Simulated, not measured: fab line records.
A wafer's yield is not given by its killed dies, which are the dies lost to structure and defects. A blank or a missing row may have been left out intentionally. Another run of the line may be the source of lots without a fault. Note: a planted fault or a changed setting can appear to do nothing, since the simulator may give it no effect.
Lot-split experiment / flow n5 finfet / 21 wafers read from 7 lots, route of 1938 steps

== ON THE SPLIT ==
At N5_BEOL_M9_EXPOSE_08 (exposes mask M9), the setting dose mj was moved away from the recipe's 53.75 on 4 of the 21 wafers read, by -4.1% to +3.4%. All remaining wafers had this setting at the recipe value.

== FROM THE SPLIT TO THE READING: what the file shows between them, 15 steps ==
- N5_BEOL_M9_PEB_09: peb time 60 s
- N5_BEOL_M9_DEVELOP_10: develop time 30 s
- N5_BEOL_M9_CD_MEAS_11: target cd 64.1 nm
- N5_BEOL_M9_DESCUM_16: chemistry O2, time 7.9 s
- N5_BEOL_M9_ETCH_61: etches SiARC in CF4, target depth 39 nm, time 65 s
- N5_BEOL_M9_ETCH_62: etches SOC in N2/H2, target depth 110 nm, overetch 22 nm, time 165 s
- N5_BEOL_M9_STRIP_68: strips in N2/H2
- N5_BEOL_M9_STRIP_67: strips in CF4
- N5_BEOL_M9_HM_OPEN_17: chemistry Cl2/BCl3, target TiN, target depth 20 nm, overetch 6 nm
- N5_BEOL_M9_STRIP_19: strips in O2
- N5_BEOL_M9_CD_MEAS_18: pitch 140 nm, target cd 70 nm
- N5_BEOL_M9_COAT_63: time 60 s, resist thk 60 nm
- N5_BEOL_M9_COAT_64: time 60 s, resist thk 12 nm
- N5_BEOL_M9_PRECLEAN_42: cleans in residue remover, time 60 s
- N5_BEOL_M9_SRD_43: time 30 s

== THE READING ==
cd nm, in nm, at N5_BEOL_M9_CD_MEAS_35 (target cd 70 nm, target cd y 40 nm). On this fab line, fault-free wafers typically give 70.1 nm with a standard deviation of 0.8 nm.

wafer=L074.2; tool, chamber at the split=arfi scanner-01, 0; dose mj as run=53.75; against the recipe=recipe; cd nm, nm=70.3; against lot-mates on the recipe=-
wafer=L074.3; tool, chamber at the split=arfi scanner-01, 0; dose mj as run=53.75; against the recipe=recipe; cd nm, nm=69.6; against lot-mates on the recipe=-
wafer=L074.6; tool, chamber at the split=arfi scanner-01, 0; dose mj as run=53.75; against the recipe=recipe; cd nm, nm=69.9; against lot-mates on the recipe=-
wafer=L076.1; tool, chamber at the split=arfi scanner-01, 0; dose mj as run=53.75; against the recipe=recipe; cd nm, nm=70.3; against lot-mates on the recipe=-
wafer=L076.4; tool, chamber at the split=arfi scanner-01, 0; dose mj as run=53.75; against the recipe=recipe; cd nm, nm=70.5; against lot-mates on the recipe=-
wafer=L076.6; tool, chamber at the split=arfi scanner-01, 0; dose mj as run=53.75; against the recipe=recipe; cd nm, nm=70.3; against lot-mates on the recipe=-
wafer=L077.1; tool, chamber at the split=arfi scanner-03, 0; dose mj as run=53.75; against the recipe=recipe; cd nm, nm=68.8; against lot-mates on the recipe=-
wafer=L077.4; tool, chamber at the split=arfi scanner-03, 0; dose mj as run=53.75; against the recipe=recipe; cd nm, nm=69.8; against lot-mates on the recipe=-
wafer=L077.5; tool, chamber at the split=arfi scanner-03, 0; dose mj as run=53.75; against the recipe=recipe; cd nm, nm=70.0; against lot-mates on the recipe=-
wafer=L081.1; tool, chamber at the split=arfi scanner-03, 0; dose mj as run=53.75; against the recipe=recipe; cd nm, nm=70.1; against lot-mates on the recipe=-
wafer=L081.3; tool, chamber at the split=arfi scanner-03, 0; dose mj as run=52.01; against the recipe=-3.2%; cd nm, nm=66.9; against lot-mates on the recipe=-3.0
wafer=L081.5; tool, chamber at the split=arfi scanner-03, 0; dose mj as run=53.75; against the recipe=recipe; cd nm, nm=69.7; against lot-mates on the recipe=-
wafer=L082.2; tool, chamber at the split=arfi scanner-02, 0; dose mj as run=53.75; against the recipe=recipe; cd nm, nm=71.1; against lot-mates on the recipe=-
wafer=L082.4; tool, chamber at the split=arfi scanner-02, 0; dose mj as run=55.31; against the recipe=+2.9%; cd nm, nm=71.9; against lot-mates on the recipe=+1.7
wafer=L082.5; tool, chamber at the split=arfi scanner-02, 0; dose mj as run=53.75; against the recipe=recipe; cd nm, nm=69.3; against lot-mates on the recipe=-
wafer=L089.1; tool, chamber at the split=arfi scanner-01, 0; dose mj as run=53.75; against the recipe=recipe; cd nm, nm=69.7; against lot-mates on the recipe=-
wafer=L089.2; tool, chamber at the split=arfi scanner-01, 0; dose mj as run=53.75; against the recipe=recipe; cd nm, nm=70.0; against lot-mates on the recipe=-
wafer=L089.3; tool, chamber at the split=arfi scanner-01, 0; dose mj as run=51.52; against the recipe=-4.1%; cd nm, nm=67.3; against lot-mates on the recipe=-2.5
wafer=L090.2; tool, chamber at the split=arfi scanner-01, 0; dose mj as run=53.75; against the recipe=recipe; cd nm, nm=71.0; against lot-mates on the recipe=-
wafer=L090.3; tool, chamber at the split=arfi scanner-01, 0; dose mj as run=53.75; against the recipe=recipe; cd nm, nm=71.1; against lot-mates on the recipe=-
wafer=L090.5; tool, chamber at the split=arfi scanner-01, 0; dose mj as run=55.57; against the recipe=+3.4%; cd nm, nm=72.4; against lot-mates on the recipe=+1.4

THE FIT
A straight line over all 21 wafers: cd nm changes by +0.734 nm for each +1% of dose mj; r = +0.89; the points scatter about the line by 0.6 nm.
The same after taking each lot's own level away (the mean of its wafers on the recipe; 21 wafers): +0.624 nm for each +1%; r = +0.90; scatter 0.47 nm.
According to that fit, moving dose mj by its largest amount changes the reading by 2.6 nm.
Across the lots, their own levels run from 69.53 to 71.05 nm, a range of 1.9 times the standard deviation given above.
Thus the slope moves with the lot-to-lot level: the two fits are different.
Check: -2.76 nm against its lot-mates is what the line predicts for one of the wafers moved furthest among these (-4.1%) when that wafer is left out of the fit. It came out at -2.55 nm against them.

== FURTHER SPLITS ON THESE WAFERS ==
These wafers also went through other splits before the reading. Each is held against what the fit with the lots' levels taken away leaves over:
other split on the same wafers=N5_BEOL_M6_EXPOSE_25 dose mj; wafers away from the commonest value=6; r with cd nm (lot level and that fit taken away)=+0.15
other split on the same wafers=N5_BEOL_M6_ETCH_66 bias w; wafers away from the commonest value=6; r with cd nm (lot level and that fit taken away)=+0.05
other split on the same wafers=N5_BEOL_M7_DEP_56 time s; wafers away from the commonest value=6; r with cd nm (lot level and that fit taken away)=+0.00
other split on the same wafers=N5_BEOL_M8_TRENCH_ETCH_37 source w; wafers away from the commonest value=8; r with cd nm (lot level and that fit taken away)=-0.08

== THE WHOLE CHAIN: every reading that the file lists as answering this split, in the file's order ==
step=N5_BEOL_M9_CD_MEAS_11; what it does=target cd 64.1 nm; reading=cd nm; change (the file's fit)=+0.669 nm for each +1% of the setting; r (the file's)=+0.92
step=N5_BEOL_M9_ETCH_61; what it does=etches SiARC in CF4, target depth 39 nm, time 65 s; reading=BEOL_M9.cd offset nm (the simulator's own value, which no gauge read); change (the file's fit)=+0.627 nm for each +1% of the setting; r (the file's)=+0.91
step=N5_BEOL_M9_ETCH_62; what it does=etches SOC in N2/H2, target depth 110 nm, overetch 22 nm, time 165 s; reading=BEOL_M9.cd offset nm (the simulator's own value, which no gauge read); change (the file's fit)=+0.708 nm for each +1% of the setting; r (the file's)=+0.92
step=N5_BEOL_M9_CD_MEAS_18; what it does=pitch 140 nm, target cd 70 nm; reading=cd nm; change (the file's fit)=+0.744 nm for each +1% of the setting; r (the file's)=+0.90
step=N5_BEOL_M9_CD_MEAS_35; what it does=target cd 70 nm, target cd y 40 nm; reading=cd nm; change (the file's fit)=+0.624 nm for each +1% of the setting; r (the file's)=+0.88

== FILE'S OWN FIT ==
cd nm changes by +0.624 nm for each +1% of dose mj, r = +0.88.
